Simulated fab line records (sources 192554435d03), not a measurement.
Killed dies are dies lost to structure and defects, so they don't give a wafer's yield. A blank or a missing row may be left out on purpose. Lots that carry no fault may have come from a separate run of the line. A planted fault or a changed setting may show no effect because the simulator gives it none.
Which of the tools did it? / flow n5 finfet / 21 lots with 63 wafers sampled at 4 steps, on a route of 1938 steps

== WHAT THE GAUGES READ, wafer by wafer ==
N5_BEOL_M0_SAQP_INSPECT_16: inspects for defects (brightfield). Usual: raw defect count at 508, with a standard deviation of 140.
lot=L074; measured=day 5 11:17; on=defect inspect-02; raw defect count=420 481 502; flag=
lot=L075; measured=day 5 16:49; on=defect inspect-02; raw defect count=336 367 419; flag=
lot=L076; measured=day 6 02:44; on=defect inspect-01; raw defect count=510 444 504; flag=
lot=L078; measured=day 6 16:16; on=defect inspect-02; raw defect count=556 465 584; flag=
lot=L079; measured=day 6 20:40; on=defect inspect-01; raw defect count=439 490 501; flag=
lot=L080; measured=day 7 03:02; on=defect inspect-02; raw defect count=550 422 320; flag=
lot=L081; measured=day 7 09:24; on=defect inspect-02; raw defect count=628 428 540; flag=
lot=L082; measured=day 7 16:23; on=defect inspect-01; raw defect count=307 499 291; flag=
lot=L084; measured=day 8 05:15; on=defect inspect-01; raw defect count=763 710 609; flag=
lot=L085; measured=day 8 09:39; on=defect inspect-02; raw defect count=479 541 570; flag=
lot=L086; measured=day 8 16:02; on=defect inspect-02; raw defect count=627 624 578; flag=
lot=L087; measured=day 8 18:12; on=defect inspect-01; raw defect count=436 799 731; flag=
lot=L088; measured=day 9 05:41; on=defect inspect-01; raw defect count=488 405 308; flag=
lot=L089; measured=day 9 08:50; on=defect inspect-02; raw defect count=494 536 483; flag=
lot=L090; measured=day 9 17:08; on=defect inspect-01; raw defect count=566 505 562; flag=
lot=L091; measured=day 9 21:01; on=defect inspect-01; raw defect count=631 599 615; flag=
lot=L092; measured=day 10 03:13; on=defect inspect-02; raw defect count=436 476 522; flag=
lot=L093; measured=day 10 07:59; on=defect inspect-01; raw defect count=424 584 395; flag=
lot=L094; measured=day 10 15:59; on=defect inspect-02; raw defect count=388 397 407; flag=
lot=L095; measured=day 10 17:39; on=defect inspect-02; raw defect count=459 497 636; flag=
lot=L096; measured=day 11 01:31; on=defect inspect-02; raw defect count=429 524 648; flag=

N5_BEOL_M0_SAQP_OVL_MEAS_41. Usual: M0_CUT1_OVL typically reads 0.0 nm, with standard deviation 0.57.
lot=L074; measured=day 5 15:17; on=overlay-02; M0_CUT1_OVL (nm)=-1.0 -0.7 -0.6; flag=
lot=L075; measured=day 5 21:23; on=overlay-01; M0_CUT1_OVL (nm)=0.1 0.2 0.6; flag=
lot=L076; measured=day 6 07:41; on=overlay-01; M0_CUT1_OVL (nm)=-0.3 -0.5 -0.4; flag=
lot=L078; measured=day 6 21:05; on=overlay-02; M0_CUT1_OVL (nm)=-0.3 0.2 -0.3; flag=
lot=L079; measured=day 7 00:47; on=overlay-02; M0_CUT1_OVL (nm)=0.7 -0.4 -0.1; flag=
lot=L080; measured=day 7 07:24; on=overlay-01; M0_CUT1_OVL (nm)=-0.1 -0.4 0.0; flag=
lot=L081; measured=day 7 13:43; on=overlay-02; M0_CUT1_OVL (nm)=-0.7 -0.6 -0.8; flag=
lot=L082; measured=day 7 20:28; on=overlay-01; M0_CUT1_OVL (nm)=0.6 0.2 -0.2; flag=
lot=L084; measured=day 8 09:17; on=overlay-01; M0_CUT1_OVL (nm)=1.0 0.5 0.5; flag=
lot=L085; measured=day 8 13:52; on=overlay-02; M0_CUT1_OVL (nm)=-1.3 -0.9 0.3; flag=
lot=L086; measured=day 8 21:39; on=overlay-02; M0_CUT1_OVL (nm)=-0.5 0.3 0.3; flag=
lot=L087; measured=day 9 00:23; on=overlay-01; M0_CUT1_OVL (nm)=1.5 0.0 -0.1; flag=
lot=L088; measured=day 9 09:44; on=overlay-01; M0_CUT1_OVL (nm)=-0.1 -0.4 0.3; flag=
lot=L089; measured=day 9 13:17; on=overlay-01; M0_CUT1_OVL (nm)=0.6 0.7 0.2; flag=
lot=L090; measured=day 9 21:00; on=overlay-01; M0_CUT1_OVL (nm)=0.2 0.0 -0.4; flag=
lot=L091; measured=day 10 01:02; on=overlay-01; M0_CUT1_OVL (nm)=1.4 0.7 0.4; flag=
lot=L092; measured=day 10 07:01; on=overlay-01; M0_CUT1_OVL (nm)=1.2 -0.5 0.6; flag=
lot=L093; measured=day 10 12:18; on=overlay-01; M0_CUT1_OVL (nm)=0.2 -0.2 -0.1; flag=
lot=L094; measured=day 10 21:47; on=overlay-02; M0_CUT1_OVL (nm)=-0.2 -0.3 0.4; flag=
lot=L095; measured=day 10 22:19; on=overlay-01; M0_CUT1_OVL (nm)=-0.1 0.5 0.2; flag=
lot=L096; measured=day 11 06:35; on=overlay-01; M0_CUT1_OVL (nm)=-0.3 0.1 -0.1; flag=

== WHAT TOOL EACH LOT RAN ON (gives the tool, then ch and the chambers of the sampled wafers, and finally the start) ==
lot=L074; N5_BEOL_M0_SAQP_STRIP_86=rie diel-06 ch 0,2,3, day 5 11:42; N5_BEOL_M0_SAQP_SPACER2_ETCHBACK_27=rie diel-01 ch 0,1,2, day 5 14:38
lot=L075; N5_BEOL_M0_SAQP_STRIP_86=rie diel-05 ch 0,1,2, day 5 17:34; N5_BEOL_M0_SAQP_SPACER2_ETCHBACK_27=rie diel-06 ch 0,2,3, day 5 20:51
lot=L076; N5_BEOL_M0_SAQP_STRIP_86=rie diel-01 ch 0,3, day 6 03:09; N5_BEOL_M0_SAQP_SPACER2_ETCHBACK_27=rie diel-01 ch 0,1, day 6 07:08
lot=L078; N5_BEOL_M0_SAQP_STRIP_86=rie diel-05 ch 0,1,2, day 6 16:40; N5_BEOL_M0_SAQP_SPACER2_ETCHBACK_27=rie diel-05 ch 0,2,3, day 6 19:35
lot=L079; N5_BEOL_M0_SAQP_STRIP_86=rie diel-01 ch 1,2,3, day 6 21:04; N5_BEOL_M0_SAQP_SPACER2_ETCHBACK_27=rie diel-05 ch 0,2,3, day 7 00:07
lot=L080; N5_BEOL_M0_SAQP_STRIP_86=rie diel-06 ch 0,3, day 7 03:28; N5_BEOL_M0_SAQP_SPACER2_ETCHBACK_27=rie diel-01 ch 0,1,2, day 7 06:44
lot=L081; N5_BEOL_M0_SAQP_STRIP_86=rie diel-01 ch 2,3, day 7 10:13; N5_BEOL_M0_SAQP_SPACER2_ETCHBACK_27=rie diel-01 ch 1,2, day 7 13:02
lot=L082; N5_BEOL_M0_SAQP_STRIP_86=rie diel-01 ch 1,2, day 7 16:49; N5_BEOL_M0_SAQP_SPACER2_ETCHBACK_27=rie diel-01 ch 0,1, day 7 19:48
lot=L084; N5_BEOL_M0_SAQP_STRIP_86=rie diel-05 ch 0,1,3, day 8 05:40; N5_BEOL_M0_SAQP_SPACER2_ETCHBACK_27=rie diel-01 ch 0,1,2, day 8 08:37
lot=L085; N5_BEOL_M0_SAQP_STRIP_86=rie diel-06 ch 0,1,2, day 8 10:04; N5_BEOL_M0_SAQP_SPACER2_ETCHBACK_27=rie diel-06 ch 0,3, day 8 13:11
lot=L086; N5_BEOL_M0_SAQP_STRIP_86=rie diel-05 ch 0,1,2, day 8 16:26; N5_BEOL_M0_SAQP_SPACER2_ETCHBACK_27=rie diel-01 ch 0,1,2, day 8 21:07
lot=L087; N5_BEOL_M0_SAQP_STRIP_86=rie diel-06 ch 0,1, day 8 18:42; N5_BEOL_M0_SAQP_SPACER2_ETCHBACK_27=rie diel-01 ch 0,1,2, day 8 23:44
lot=L088; N5_BEOL_M0_SAQP_STRIP_86=rie diel-01 ch 0,1,2, day 9 06:05; N5_BEOL_M0_SAQP_SPACER2_ETCHBACK_27=rie diel-06 ch 0,3, day 9 09:04
lot=L089; N5_BEOL_M0_SAQP_STRIP_86=rie diel-06 ch 0,1,3, day 9 09:40; N5_BEOL_M0_SAQP_SPACER2_ETCHBACK_27=rie diel-06 ch 0,1,3, day 9 12:45
lot=L090; N5_BEOL_M0_SAQP_STRIP_86=rie diel-06 ch 0,1, day 9 17:35; N5_BEOL_M0_SAQP_SPACER2_ETCHBACK_27=rie diel-05 ch 0,2,3, day 9 20:20
lot=L091; N5_BEOL_M0_SAQP_STRIP_86=rie diel-01 ch 0,1,3, day 9 21:26; N5_BEOL_M0_SAQP_SPACER2_ETCHBACK_27=rie diel-01 ch 0,1,3, day 10 00:29
lot=L092; N5_BEOL_M0_SAQP_STRIP_86=rie diel-05 ch 0,3, day 10 03:38; N5_BEOL_M0_SAQP_SPACER2_ETCHBACK_27=rie diel-05 ch 0,1,2, day 10 06:28
lot=L093; N5_BEOL_M0_SAQP_STRIP_86=rie diel-01 ch 0,1, day 10 08:50; N5_BEOL_M0_SAQP_SPACER2_ETCHBACK_27=rie diel-01 ch 1,2, day 10 11:45
lot=L094; N5_BEOL_M0_SAQP_STRIP_86=rie diel-06 ch 0,1,3, day 10 16:32; N5_BEOL_M0_SAQP_SPACER2_ETCHBACK_27=rie diel-06 ch 0,1,3, day 10 21:15
lot=L095; N5_BEOL_M0_SAQP_STRIP_86=rie diel-06 ch 0,2,3, day 10 18:03; N5_BEOL_M0_SAQP_SPACER2_ETCHBACK_27=rie diel-05 ch 2,3, day 10 21:46
lot=L096; N5_BEOL_M0_SAQP_STRIP_86=rie diel-05 ch 0,3, day 11 02:05; N5_BEOL_M0_SAQP_SPACER2_ETCHBACK_27=rie diel-06 ch 0,3, day 11 05:55
- N5_BEOL_M0_SAQP_STRIP_86: strips in N2/H2.
- N5_BEOL_M0_SAQP_SPACER2_ETCHBACK_27: etches SiO2 in CHF3/O2, target depth 22.5 nm, time 11.25 s.

== AS READ BY THE TOOLS THEMSELVES (means over the sampled wafers that have a number; for cases with no such wafer, the mark the record gives instead) ==
N5_BEOL_M0_SAQP_STRIP_86. Usual: drypump motor current A 5.9 A, standard deviation 0.39; oes product au 0.74 a.u., standard deviation 0.065; rf vpp V 121.6 V, standard deviation 1.4; showerhead plenum p Torr 3.32 Torr, standard deviation 0.11; throttle valve pct 19.1 %, standard deviation 0.41.
lot=L074; tool=rie diel-06; drypump motor current A (A)=5.9; oes product au (a.u.)=0.78; rf vpp V (V)=121.8; showerhead plenum p Torr (Torr)=3.29; throttle valve pct (%)=19.3; flag=
lot=L075; tool=rie diel-05; drypump motor current A (A)=6.2; oes product au (a.u.)=0.73; rf vpp V (V)=122.4; showerhead plenum p Torr (Torr)=3.24; throttle valve pct (%)=18.7; flag=
lot=L076; tool=rie diel-01; drypump motor current A (A)=5.8; oes product au (a.u.)=0.73; rf vpp V (V)=121.5; showerhead plenum p Torr (Torr)=3.38; throttle valve pct (%)=19.2; flag=
lot=L078; tool=rie diel-05; drypump motor current A (A)=6.2; oes product au (a.u.)=0.72; rf vpp V (V)=120.2; showerhead plenum p Torr (Torr)=3.24; throttle valve pct (%)=18.7; flag=
lot=L079; tool=rie diel-01; drypump motor current A (A)=5.6; oes product au (a.u.)=0.80; rf vpp V (V)=120.6; showerhead plenum p Torr (Torr)=3.36; throttle valve pct (%)=19.1; flag=
lot=L080; tool=rie diel-06; drypump motor current A (A)=5.9; oes product au (a.u.)=0.75; rf vpp V (V)=122.0; showerhead plenum p Torr (Torr)=3.37; throttle valve pct (%)=19.6; flag=
lot=L081; tool=rie diel-01; drypump motor current A (A)=5.4; oes product au (a.u.)=0.86; rf vpp V (V)=121.8; showerhead plenum p Torr (Torr)=3.35; throttle valve pct (%)=19.0; flag=
lot=L082; tool=rie diel-01; drypump motor current A (A)=5.5; oes product au (a.u.)=0.86; rf vpp V (V)=121.3; showerhead plenum p Torr (Torr)=3.30; throttle valve pct (%)=19.0; flag=
lot=L084; tool=rie diel-05; drypump motor current A (A)=6.2; oes product au (a.u.)=0.70; rf vpp V (V)=123.4; showerhead plenum p Torr (Torr)=3.34; throttle valve pct (%)=19.0; flag=
lot=L085; tool=rie diel-06; drypump motor current A (A)=5.5; oes product au (a.u.)=0.74; rf vpp V (V)=122.1; showerhead plenum p Torr (Torr)=3.26; throttle valve pct (%)=19.1; flag=
lot=L086; tool=rie diel-05; drypump motor current A (A)=6.2; oes product au (a.u.)=0.71; rf vpp V (V)=120.7; showerhead plenum p Torr (Torr)=3.23; throttle valve pct (%)=18.7; flag=
lot=L087; tool=rie diel-06; drypump motor current A (A)=5.4; oes product au (a.u.)=0.72; rf vpp V (V)=122.8; showerhead plenum p Torr (Torr)=3.33; throttle valve pct (%)=19.0; flag=
lot=L088; tool=rie diel-01; drypump motor current A (A)=5.8; oes product au (a.u.)=0.78; rf vpp V (V)=121.8; showerhead plenum p Torr (Torr)=3.26; throttle valve pct (%)=19.2; flag=
lot=L089; tool=rie diel-06; drypump motor current A (A)=5.7; oes product au (a.u.)=0.72; rf vpp V (V)=121.0; showerhead plenum p Torr (Torr)=3.34; throttle valve pct (%)=19.3; flag=
lot=L090; tool=rie diel-06; drypump motor current A (A)=5.5; oes product au (a.u.)=0.72; rf vpp V (V)=122.7; showerhead plenum p Torr (Torr)=3.34; throttle valve pct (%)=19.3; flag=
lot=L091; tool=rie diel-01; drypump motor current A (A)=6.0; oes product au (a.u.)=0.71; rf vpp V (V)=120.8; showerhead plenum p Torr (Torr)=3.31; throttle valve pct (%)=19.3; flag=
lot=L092; tool=rie diel-05; drypump motor current A (A)=6.3; oes product au (a.u.)=0.86; rf vpp V (V)=123.4; showerhead plenum p Torr (Torr)=3.55; throttle valve pct (%)=19.1; flag=
lot=L093; tool=rie diel-01; drypump motor current A (A)=6.1; oes product au (a.u.)=0.70; rf vpp V (V)=120.3; showerhead plenum p Torr (Torr)=3.26; throttle valve pct (%)=19.2; flag=
lot=L094; tool=rie diel-06; drypump motor current A (A)=5.7; oes product au (a.u.)=0.72; rf vpp V (V)=122.4; showerhead plenum p Torr (Torr)=3.33; throttle valve pct (%)=19.3; flag=
lot=L095; tool=rie diel-06; drypump motor current A (A)=5.9; oes product au (a.u.)=0.75; rf vpp V (V)=121.8; showerhead plenum p Torr (Torr)=3.27; throttle valve pct (%)=19.4; flag=
lot=L096; tool=rie diel-05; drypump motor current A (A)=6.2; oes product au (a.u.)=0.76; rf vpp V (V)=121.9; showerhead plenum p Torr (Torr)=3.51; throttle valve pct (%)=19.1; flag=

N5_BEOL_M0_SAQP_SPACER2_ETCHBACK_27. Usual: drypump motor current A 5.9 A, standard deviation 0.39; oes_ar_750_au 0.76 a.u., standard deviation 0.08; oes product au 0.75 a.u., standard deviation 0.081; rf vpp V 524 V, standard deviation 6.8; showerhead plenum p Torr 2.39 Torr, standard deviation 0.081; throttle valve pct 19.01 %, standard deviation 0.21.
lot=L074; tool=rie diel-01; drypump motor current A (A)=5.9; oes_ar_750_au (a.u.)=0.72; oes product au (a.u.)=0.71; rf vpp V (V)=526; showerhead plenum p Torr (Torr)=2.36; throttle valve pct (%)=19.06; flag=
lot=L075; tool=rie diel-06; drypump motor current A (A)=5.9; oes_ar_750_au (a.u.)=0.78; oes product au (a.u.)=0.77; rf vpp V (V)=517; showerhead plenum p Torr (Torr)=2.35; throttle valve pct (%)=19.11; flag=
lot=L076; tool=rie diel-01; drypump motor current A (A)=6.1; oes_ar_750_au (a.u.)=0.72; oes product au (a.u.)=0.71; rf vpp V (V)=524; showerhead plenum p Torr (Torr)=2.36; throttle valve pct (%)=19.08; flag=
lot=L078; tool=rie diel-05; drypump motor current A (A)=6.2; oes_ar_750_au (a.u.)=0.71; oes product au (a.u.)=0.70; rf vpp V (V)=530; showerhead plenum p Torr (Torr)=2.35; throttle valve pct (%)=19.06; flag=
lot=L079; tool=rie diel-05; drypump motor current A (A)=6.2; oes_ar_750_au (a.u.)=0.71; oes product au (a.u.)=0.71; rf vpp V (V)=529; showerhead plenum p Torr (Torr)=2.35; throttle valve pct (%)=19.05; flag=
lot=L080; tool=rie diel-01; drypump motor current A (A)=5.8; oes_ar_750_au (a.u.)=0.80; oes product au (a.u.)=0.80; rf vpp V (V)=526; showerhead plenum p Torr (Torr)=2.35; throttle valve pct (%)=18.97; flag=
lot=L081; tool=rie diel-01; drypump motor current A (A)=5.5; oes_ar_750_au (a.u.)=0.88; oes product au (a.u.)=0.87; rf vpp V (V)=529; showerhead plenum p Torr (Torr)=2.37; throttle valve pct (%)=18.86; flag=
lot=L082; tool=rie diel-01; drypump motor current A (A)=6.2; oes_ar_750_au (a.u.)=0.71; oes product au (a.u.)=0.71; rf vpp V (V)=524; showerhead plenum p Torr (Torr)=2.33; throttle valve pct (%)=19.07; flag=
lot=L084; tool=rie diel-01; drypump motor current A (A)=5.9; oes_ar_750_au (a.u.)=0.79; oes product au (a.u.)=0.78; rf vpp V (V)=525; showerhead plenum p Torr (Torr)=2.35; throttle valve pct (%)=18.97; flag=
lot=L085; tool=rie diel-06; drypump motor current A (A)=6.0; oes_ar_750_au (a.u.)=0.75; oes product au (a.u.)=0.73; rf vpp V (V)=521; showerhead plenum p Torr (Torr)=2.41; throttle valve pct (%)=19.22; flag=
lot=L086; tool=rie diel-01; drypump motor current A (A)=5.8; oes_ar_750_au (a.u.)=0.78; oes product au (a.u.)=0.78; rf vpp V (V)=525; showerhead plenum p Torr (Torr)=2.35; throttle valve pct (%)=18.98; flag=
lot=L087; tool=rie diel-01; drypump motor current A (A)=5.8; oes_ar_750_au (a.u.)=0.78; oes product au (a.u.)=0.78; rf vpp V (V)=525; showerhead plenum p Torr (Torr)=2.35; throttle valve pct (%)=18.98; flag=
lot=L088; tool=rie diel-06; drypump motor current A (A)=5.9; oes_ar_750_au (a.u.)=0.75; oes product au (a.u.)=0.74; rf vpp V (V)=518; showerhead plenum p Torr (Torr)=2.41; throttle valve pct (%)=19.15; flag=
lot=L089; tool=rie diel-06; drypump motor current A (A)=5.7; oes_ar_750_au (a.u.)=0.73; oes product au (a.u.)=0.72; rf vpp V (V)=518; showerhead plenum p Torr (Torr)=2.39; throttle valve pct (%)=19.05; flag=
lot=L090; tool=rie diel-05; drypump motor current A (A)=6.3; oes_ar_750_au (a.u.)=0.78; oes product au (a.u.)=0.78; rf vpp V (V)=532; showerhead plenum p Torr (Torr)=2.44; throttle valve pct (%)=18.95; flag=
lot=L091; tool=rie diel-01; drypump motor current A (A)=6.0; oes_ar_750_au (a.u.)=0.71; oes product au (a.u.)=0.70; rf vpp V (V)=522; showerhead plenum p Torr (Torr)=2.39; throttle valve pct (%)=19.14; flag=
lot=L092; tool=rie diel-05; drypump motor current A (A)=6.2; oes_ar_750_au (a.u.)=0.80; oes product au (a.u.)=0.79; rf vpp V (V)=525; showerhead plenum p Torr (Torr)=2.41; throttle valve pct (%)=18.83; flag=
lot=L093; tool=rie diel-01; drypump motor current A (A)=5.8; oes_ar_750_au (a.u.)=0.77; oes product au (a.u.)=0.76; rf vpp V (V)=525; showerhead plenum p Torr (Torr)=2.37; throttle valve pct (%)=19.03; flag=
lot=L094; tool=rie diel-06; drypump motor current A (A)=5.7; oes_ar_750_au (a.u.)=0.73; oes product au (a.u.)=0.72; rf vpp V (V)=520; showerhead plenum p Torr (Torr)=2.39; throttle valve pct (%)=19.05; flag=
lot=L095; tool=rie diel-05; drypump motor current A (A)=6.2; oes_ar_750_au (a.u.)=0.69; oes product au (a.u.)=0.69; rf vpp V (V)=537; showerhead plenum p Torr (Torr)=2.41; throttle valve pct (%)=18.99; flag=
lot=L096; tool=rie diel-06; drypump motor current A (A)=6.0; oes_ar_750_au (a.u.)=0.73; oes product au (a.u.)=0.73; rf vpp V (V)=520; showerhead plenum p Torr (Torr)=2.40; throttle valve pct (%)=19.26; flag=

== THE ANSWER, worked out from the rows above alone ==
Rule: a lot is off if the mean of its wafers that have a number lies more than 3 standard deviations from the usual mean. A lot without any number at a reading at which 4 lots or more have one is off too. All remaining lots with rows at the step are treated as sound. The gauges are gone through in route order, then the tools' own readings, and for those a lot's mean is taken as printed above. The first step at which some lot is off is used, and at that step the reading that is off furthest; a lot without a number counts as furthest.
No lot is off at any reading shown: from this, nothing can be told.

== WHAT THE SIMULATOR HAD PUT IN ==
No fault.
